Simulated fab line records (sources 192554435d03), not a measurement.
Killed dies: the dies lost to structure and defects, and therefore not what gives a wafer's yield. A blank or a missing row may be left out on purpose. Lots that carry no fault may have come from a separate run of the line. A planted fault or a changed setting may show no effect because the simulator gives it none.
fab line records + flow n5Finfet
[record]
- lots = 4
- wafers = 10
- lastDay = 18
route steps=1938 shown BEOL_M11@1590 BEOL_M12@1602
lots that met no fault: taken from a fault-free run of the same line
startH: start of the lot's first displayed wafer, in hours after the record's first day + waitH: hours from the lot's prior step to this one + " the same as in the row above + L1.1+2: a row that stands for several wafers + - value missing, or start not given + * or withheld: withheld + < > ~ a bound
route shown NAME@n: names a module that has steps shown in the file, with the first one's number in the route + usual: the fault-free wafers' mean and standard deviation + same: alike in all rows + chamber/n: place in a boat + sites: the reading at each site + _std_site: the standard deviation of these + _edge_site: the outer-site mean with the inner-site mean subtracted + radiusMm: how far each site lies from the wafer's centre + mask NAME#n: copy n + behind: the last tool/chamber to shape the wafer + hold: why the lot went on hold/how many hours it stayed there/how the hold came to an end + device: the n, p or np transistor that did not switch + end of line: the same wafers' tests at the end of the route + for a step that has no rows: nothing shown but its recipe + killed: not the wafer's yield, but the dies lost to structure and defects at the first sort + map: a wafer's dies, marking killed ones x, the rest . and places with no die _
set.NAME: setting as actually run; set.NAME@STEP: the setting as run at that earlier step + model.NAME: the simulator's own value behind a step, which no gauge read
lots seen at some steps along the route; tables by step, rows by wafer
services: from which hour (startH, from the record's first day; less than 0 if before it) a tool's chamber was out of use, for how many hours, and why
[[steps]]
[step N5_BEOL_M11_ALD_74]
[recipe]
- material = TaN
- targetThkA = 20
- tempC = 275
- aldPrecursorFamily = PDMAT
- aldCoReactant = NH3
- pressureTorr = 3
- carrierFlowSccm = 1500
- pulseTimeS = 2
- purgeTimeS = 3
- coReactantPurgeTimeS = 2
- coReactantPulseTimeS = 3
- aldCycles = 40
- precursorVesselTempC = 75
- precursorVesselPressureTorr = 26.25
- precursorVesselCarrierSccm = 1000
[step N5_BEOL_M11_SURFACE_TREAT_76]
[recipe]
- gas = Ar
- timeS = *
- ionEnergyEv = *
- ionCurrentMaCm2 = 0.5
- pressureMtorr = *
- arFlowSccm = 30
[step N5_BEOL_M11_CVD_75]
[recipe]
- material = Co
- targetThkA = 20
- tempC = withheld
- precursor = CCTBA/H2
- pressureTorr = 30
- timeS = 138.9
[step N5_BEOL_M11_SPUTTER_48]
[recipe]
- material = Cu
- targetThkA = 120
- tempC = -20
- biasV = 60
- powerW = 26000
- chamberPressurePa = 0.13
- timeS = 2
[step N5_BEOL_M11_ECD_50]
[recipe]
- material = Cu
- targetThkA = 3180
[step N5_BEOL_M11_ANNEAL_51]
[recipe]
- tempC = 225
- timeS = 90
- ambient = N2
[step N5_BEOL_M11_CMP_52]
[recipe]
- stopOn = SiCOH_lowk
- tOverpolishS = 7
- downForcePsi = 1
- platenRpm = 50
- clearingPlatenDownForcePsi = 1.5
- clearingPlatenRpm = 50
- postCmpClean = cuAlkaline
- targetThkNm = 140
- clearingPlatenPadVelocityMS = 0.99484
- padVelocityMS = 0.99484
[step N5_BEOL_M11_PRE_CLEAN_55]
[recipe]
- gas = NH3
- timeS = 15
- tempC = withheld
- rfPowerW = 300
[step N5_BEOL_M11_DEP_56]
[recipe]
- material = SiCN
- targetThkA = 300
- tempC = withheld
- precursor = 3MS/NH3
- pressureTorr = 3
- rfW = 675
- timeS = 10.5
[step N5_BEOL_M12_ILD_DEP_00]
[recipe]
- material = SiOC
- targetThkA = 6589.2
- tempC = 350
- precursor = DEMS/O2
- pressureTorr = 5
- rfW = 500
- timeS = 130.7
[usual]
- heaterPowerW = 470/58
- showerheadPlenumPTorr = 5.693/0.014
- throttleValvePct = 11.9/0.67
| lot.wafer | tool     | chamber | startH | waitH | heaterPowerW | showerheadPlenumPTorr | throttleValvePct | model.SiOC_of_BEOL_M12_ILD_DEP_00.thkNm |
|-----------|----------|---------|--------|-------|--------------|-----------------------|------------------|-----------------------------------------|
| L219.2    | pecvd-03 | 2       | 275.56 | 0.0   | 469          | 5.699                 | 11.0             | 654.2                                   |
| L219.4    | "        | 1       | "      | "     | 438          | 5.678                 | 12.8             | 669.4                                   |
| L219.6    | "        | 2       | "      | "     | 498          | 5.688                 | 11.1             | 669.4                                   |
| L234.4    | pecvd-02 | 1       | 373.29 | 0.1   | 460          | 5.695                 | 11.6             | 662                                     |
| L234.5    | "        | 0       | "      | "     | 444          | 5.681                 | 12.3             | 666                                     |
| L234.6    | "        | 2       | "      | "     | 509          | 5.662                 | 11.5             | 663.8                                   |
| L232.3    | pecvd-03 | 0       | 382.42 | 0.0   | 516          | 5.709                 | 12.7             | 921.6                                   |
| L232.4    | "        | 0       | "      | "     | 417          | 5.710                 | 12.8             | 652.8                                   |
| L233.1    | pecvd-03 | 1       | 383.23 | 0.0   | 409          | 5.685                 | 12.8             | 922                                     |
| L233.4    | "        | 0       | "      | "     | 468          | 5.715                 | 12.7             | 678.2                                   |
[step N5_BEOL_M12_THK_MEAS_01]
[recipe]
- reads = SiOC_of_BEOL_M12_ILD_DEP_00
[usual]
- M12_ILD_THK = 660/8.2
| lot.wafer | tool         | chamber | startH | waitH | M12_ILD_THK[nm] |
|-----------|--------------|---------|--------|-------|-----------------|
| L219.2    | filmMetro-01 | -       | 275.69 | 0.1   | 654             |
| L219.4    | "            | -       | "      | "     | 669             |
| L219.6    | "            | -       | "      | "     | 669             |
| L234.4    | filmMetro-01 | -       | 373.38 | 0.0   | 662             |
| L234.5    | "            | -       | "      | "     | 666             |
| L234.6    | "            | -       | "      | "     | 664             |
| L232.3    | filmMetro-02 | -       | 382.55 | 0.1   | 921             |
| L232.4    | "            | -       | "      | "     | 653             |
| L233.1    | filmMetro-02 | -       | 383.36 | 0.1   | 922             |
| L233.4    | "            | -       | "      | "     | 678             |
[step N5_BEOL_M12_COAT_58]
[recipe]
- resist = BARC
- tempC = 205
- timeS = 60
- spinRpm = 1500
- resistThkNm = 89
[step N5_BEOL_M12_COAT_04]
[recipe]
- spinRpm = 1625
- resistThkNm = 400
[step N5_BEOL_M12_EBR_06]
[recipe]
- solvent = PGMEA
- ebrWidthMm = 1.5
[step N5_BEOL_M12_SOFTBAKE_05]
[recipe]
- tempC = 130
- timeS = 60
[step N5_BEOL_M12_EXPOSE_07]
[recipe]
- maskId = V11
- na = 0.93
- sourceShape = conventional
- sigmaOuter = 0.6
- polarization = unpolarized
- attpsmPhaseDeg = 180
- doseMj = 32.5
[step N5_BEOL_M12_PEB_08]
[recipe]
- pebTempC = 130
- pebTimeS = 90
[step N5_BEOL_M12_DEVELOP_09]
[recipe]
- developTimeS = 45
- rinseLiquid = diw
- dry = airSpin
- devTempC = 21
[step N5_BEOL_M12_HARDBAKE_14]
[recipe]
- tempC = 130
- timeS = 120
[step N5_BEOL_M12_DESCUM_15]
[recipe]
- chemistry = O2
- timeS = 7.9
- sourcePowerW = 50
- biasPowerW = 20
- pressureMtorr = 20
- rfFrequencyHz = 2.712e+07
- tempC = 40
- o2FlowSccm = 225
[step N5_BEOL_M12_ETCH_59]
[recipe]
- chemistry = N2/H2
- target = BARC
- targetDepthA = 890
- overetchA = 267
- timeS = 67.9
- ionEnergyEv = 200
- pressureMtorr = 30
- sourceW = 840
- biasW = 150
- n2FlowSccm = 200
- h2FlowSccm = 200
[step N5_BEOL_M12_VIA_ETCH_16]
[recipe]
- chemistry = C4F8/O2/Ar
- target = SiOC
- pressureMtorr = 30
- sourceW = 3000
- biasW = 700
- Ar_flow_sccm = 400
- C4F8_flow_sccm = 15
- O2_flow_sccm = 8
- heInnerTorr = 15
- heOuterTorr = 30
- targetDepthA = 7248
- timeS = withheld
- ionEnergyEv = 250
- ends = cleared
[usual]
- drypumpMotorCurrentA = 5.8/0.43
- oesProductAu = 0.74/0.077
- rfVppV = 666/3.3
- showerheadPlenumPTorr = 3.45/0.12
- throttleValvePct = 24.09/0.25
| lot.wafer | tool       | chamber | startH | waitH | drypumpMotorCurrentA | oesProductAu | rfVppV | showerheadPlenumPTorr | throttleValvePct | model.etch.depthNm | model.coat_of_BEOL_M12_COAT_04.thkNm |
|-----------|------------|---------|--------|-------|----------------------|--------------|--------|-----------------------|------------------|--------------------|--------------------------------------|
| L219.2    | rieDiel-04 | 2       | 276.17 | 0.0   | 5.4                  | 0.63         | 662    | 3.25                  | 24.16            | 654.1              | 125.4                                |
| L219.4    | "          | 0       | "      | "     | 6.4                  | 0.83         | 668    | 3.50                  | 24.66            | 669.4              | 116.4                                |
| L219.6    | "          | 1       | "      | "     | 6.1                  | 0.73         | 666    | 3.44                  | 24.03            | 669.4              | 118.8                                |
| L234.4    | rieDiel-05 | 3       | 373.97 | 0.1   | 5.7                  | 0.83         | 664    | 3.34                  | 23.85            | 661.9              | 120.4                                |
| L234.5    | "          | 1       | "      | "     | 5.6                  | 0.84         | 672    | 3.61                  | 23.91            | 666                | 122.6                                |
| L234.6    | "          | 0       | "      | "     | 6.6                  | 0.67         | 668    | 3.53                  | 24.31            | 663.9              | 124.4                                |
| L232.3    | rieDiel-05 | 1       | 383.15 | 0.0   | 5.6                  | 0.89         | 671    | 3.61                  | 23.93            | 921.6              | 47.4                                 |
| L232.4    | "          | 2       | "      | "     | 5.1                  | 0.72         | 670    | 3.61                  | 24.02            | 652.9              | 126.8                                |
| L233.1    | rieDiel-03 | 2       | 383.97 | 0.0   | 5.9                  | 0.85         | 671    | 3.61                  | 23.92            | 921.9              | 45.6                                 |
| L233.4    | "          | 3       | "      | "     | 5.5                  | 0.73         | 661    | 3.32                  | 24.28            | 678.1              | 114.8                                |
[step N5_BEOL_M12_STRIP_63]
[recipe]
- chemistry = N2/H2
- powerW = 1000
- tempC = 250
- h2Frac = 0.65
- overashFraction = 0.3
- pressureMtorr = 1000
- n2FlowSccm = 1750
- h2FlowSccm = 3250
[usual]
- drypumpMotorCurrentA = 5.70/0.29
- heaterPowerW = 321/28
- oesProductAu = 0.693/0.0047
- stripTimeToEndpointS = 42.3/0.75
| lot.wafer | tool           | chamber | startH | waitH | drypumpMotorCurrentA | heaterPowerW | oesProductAu | rfHoursCounterH | stripTimeToEndpointS |
|-----------|----------------|---------|--------|-------|----------------------|--------------|--------------|-----------------|----------------------|
| L219.2    | plasmaAsher-01 | 1       | 276.37 | -     | 5.89                 | 333          | 0.688        | 133             | 43.1                 |
| L219.4    | "              | 0       | "      | "     | 5.70                 | 300          | 0.690        | -               | 40.7                 |
| L219.6    | "              | 0       | "      | "     | 5.70                 | 294          | 0.692        | -               | 41.3                 |
| L234.4    | plasmaAsher-01 | 1       | 374.10 | -     | 5.87                 | 325          | 0.694        | -               | 41.8                 |
| L234.5    | "              | 1       | "      | "     | 5.88                 | 326          | 0.692        | -               | 42.4                 |
| L234.6    | "              | 0       | "      | "     | 5.68                 | 299          | 0.694        | -               | 42.8                 |
| L232.3    | plasmaAsher-02 | 1       | 383.37 | -     | 4.95                 | 313          | 0.663        | -               | 20.8                 |
| L232.4    | "              | 0       | "      | "     | 5.92                 | 383          | 0.699        | -               | 43.5                 |
| L233.1    | plasmaAsher-02 | 1       | 384.17 | -     | 4.96                 | 310          | 0.656        | 92              | 20.2                 |
| L233.4    | "              | 0       | "      | "     | 5.92                 | 382          | 0.682        | -               | 40.3                 |
[step N5_BEOL_M12_STRIP_64]
[recipe]
- chemistry = N2/H2
- powerW = 1000
- tempC = 250
- h2Frac = 0.65
- overashFraction = 0.3
- pressureMtorr = withheld
- n2FlowSccm = 1750
- h2FlowSccm = 3250
[step N5_BEOL_M12_STRIP_71]
[recipe]
- chemistry = postEtchResidueRemover
- timeS = 60
- tempC = 25
- removerPh = withheld
- removerWaterWtPct = withheld
- removerFluorideWtPct = withheld
[step N5_BEOL_M12_SRD_72]
[recipe]
- timeS = 30
- tempC = 23
- rinseLiquid = diw
- dry = n2Spin
- spinRpm = 1500
- dryTimeS = 30
[step N5_BEOL_M12_COAT_65]
[recipe]
- resist = SOC
- tempC = 250
- timeS = 60
- spinRpm = 1500
- resistThkNm = 300
[step N5_BEOL_M12_COAT_66]
[recipe]
- resist = SiARC
- tempC = 220
- timeS = 60
- spinRpm = 1500
- resistThkNm = 110
[step N5_BEOL_M12_COAT_22]
[recipe]
- spinRpm = 2888
- resistThkNm = 300
[step N5_BEOL_M12_EBR_24]
[recipe]
- solvent = PGMEA
- ebrWidthMm = 1.5
[step N5_BEOL_M12_SOFTBAKE_23]
[recipe]
- tempC = 130
- timeS = 60
[step N5_BEOL_M12_EXPOSE_25]
[recipe]
- maskId = M12
- na = 0.93
- sourceShape = conventional
- sigmaOuter = 0.4
- polarization = unpolarized
- doseMj = 21.8
[step N5_BEOL_M12_PEB_26]
[recipe]
- pebTempC = 130
- pebTimeS = 90
[step N5_BEOL_M12_DEVELOP_27]
[recipe]
- developTimeS = 45
- rinseLiquid = diw
- dry = airSpin
- devTempC = 21
[step N5_BEOL_M12_HARDBAKE_32]
[recipe]
- tempC = 130
- timeS = 120
[step N5_BEOL_M12_CMP_49]
[recipe]
- stopOn = SiOC
- tOverpolishS = 20.6
- downForcePsi = 1
- platenRpm = 50
- clearingPlatenDownForcePsi = 1.5
- clearingPlatenRpm = 50
- postCmpClean = cuAlkaline
- targetThkNm = 320
- clearingPlatenPadVelocityMS = 0.99484
- padVelocityMS = 0.99484
[usual]
- clearingPlatenRpm = 50.002/0.029
- motorCurrentA = 5.6/0.68
| lot.wafer | tool   | chamber | startH | waitH | clearingPlatenRpm | motorCurrentA | model.SiOC_of_BEOL_M12_ILD_DEP_00.thkNm |
|-----------|--------|---------|--------|-------|-------------------|---------------|-----------------------------------------|
| L219.4    | cmp-04 | 3       | 279.45 | 0.1   | 50.002            | 6.6           | 608.8                                   |
| L219.2    | "      | 1       | "      | "     | 50.002            | 5.4           | 593.8                                   |
| L219.6    | "      | 3       | "      | "     | 50.033            | 6.6           | 608.8                                   |
| L234.4    | cmp-04 | 2       | 376.67 | 0.2   | 50.011            | 4.9           | 603                                     |
| L234.6    | "      | 3       | "      | "     | 49.975            | 6.2           | 602.4                                   |
| L234.5    | "      | 0       | "      | "     | 50.051            | 5.1           | 607.6                                   |
| L232.4    | cmp-02 | 0       | 389.66 | 0.2   | 49.976            | 5.3           | 593.8                                   |
| L232.3    | "      | 1       | "      | "     | 50.032            | 6.0           | 862                                     |
| L233.1    | cmp-01 | 2       | 390.09 | 0.3   | 50.012            | 6.1           | 862.6                                   |
| L233.4    | "      | 3       | "      | "     | 50.036            | 7.0           | 619                                     |
[[services]]
| tool           | chamber | startH | hours | kind          |
|----------------|---------|--------|-------|---------------|
| rieDiel-05     | 3       | 256.33 | 3.1   | repair        |
| cmp-04         | -       | 260.68 | 1.5   | repair        |
| rieDiel-03     | 2       | 262.22 | 1.6   | repair        |
| cmp-02         | -       | 263.74 | 0.5   | repair        |
| rieDiel-04     | 1       | 270.31 | 3.5   | repair        |
| cmp-01         | -       | 278.69 | 4.5   | pm            |
| cmp-02         | -       | 281.88 | 4.0   | pm            |
| rieDiel-03     | 2       | 283.29 | 16.3  | repair        |
| cmp-04         | -       | 284.24 | 1.4   | repair        |
| cmp-04         | -       | 286.17 | 0.3   | repair        |
| cmp-02         | -       | 297.47 | 12.5  | pm            |
| plasmaAsher-02 | -       | 301.30 | 11.8  | repair        |
| cmp-04         | -       | 301.55 | 3.6   | pm            |
| cmp-04         | -       | 305.61 | 1.6   | repair        |
| rieDiel-05     | 2       | 309.40 | 3.4   | repair        |
| rieDiel-05     | 3       | 320.86 | 5.4   | repair        |
| cmp-04         | -       | 323.87 | 5.7   | repair        |
| cmp-02         | -       | 336.83 | 7.2   | pm            |
| rieDiel-03     | 1       | 344.53 | 6.7   | repair        |
| rieDiel-04     | 0       | 355.13 | 2.6   | repair        |
| cmp-01         | -       | 359.86 | 4.4   | pm            |
| pecvd-03       | 2       | 365.60 | 5.5   | scheduledDown |
| rieDiel-05     | 2       | 371.44 | 6.7   | repair        |
| rieDiel-05     | 1       | 376.36 | 4.9   | repair        |
[[key]]
[firstSign]
- step = N5_BEOL_M12_THK_MEAS_01
- reading = M12_ILD_THK
- direction = up
- sigmas = 32
- usual = 660
- struck = 922
[effect]
- step = N5_BEOL_M12_STRIP_63
- reading = stripTimeToEndpointS
- direction = down
- sigmas = 29
- usual = *
- struck = *
[modelEffect]
- step = N5_BEOL_M12_ILD_DEP_00
- value = SiOC_of_BEOL_M12_ILD_DEP_00.thkNm
- without = 659.5
- struck = 921.8
[modelEffect]
- step = N5_BEOL_M12_VIA_ETCH_16
- value = etch.depthNm
- without = 659.5
- struck = 921.7
[modelEffect]
- step = N5_BEOL_M12_CMP_49
- value = SiOC_of_BEOL_M12_ILD_DEP_00.thkNm
- without = 600
- struck = 862.3
metAt N5_BEOL_M12_ILD_DEP_00
struckWafers L232.3,L233.1
onsetBetween 275.56 382.42
[fault]
- kind = processParameterDrift
- tool = pecvd-03
- chamber = -
- onsetH = 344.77
- steps = N5_BEOL_M12_ILD_DEP_00
- channel = targetThkA
- offset = *
- shape = step
- endH = 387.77
- scope = struckWafersOnly
- actsIn = *
- stated = *
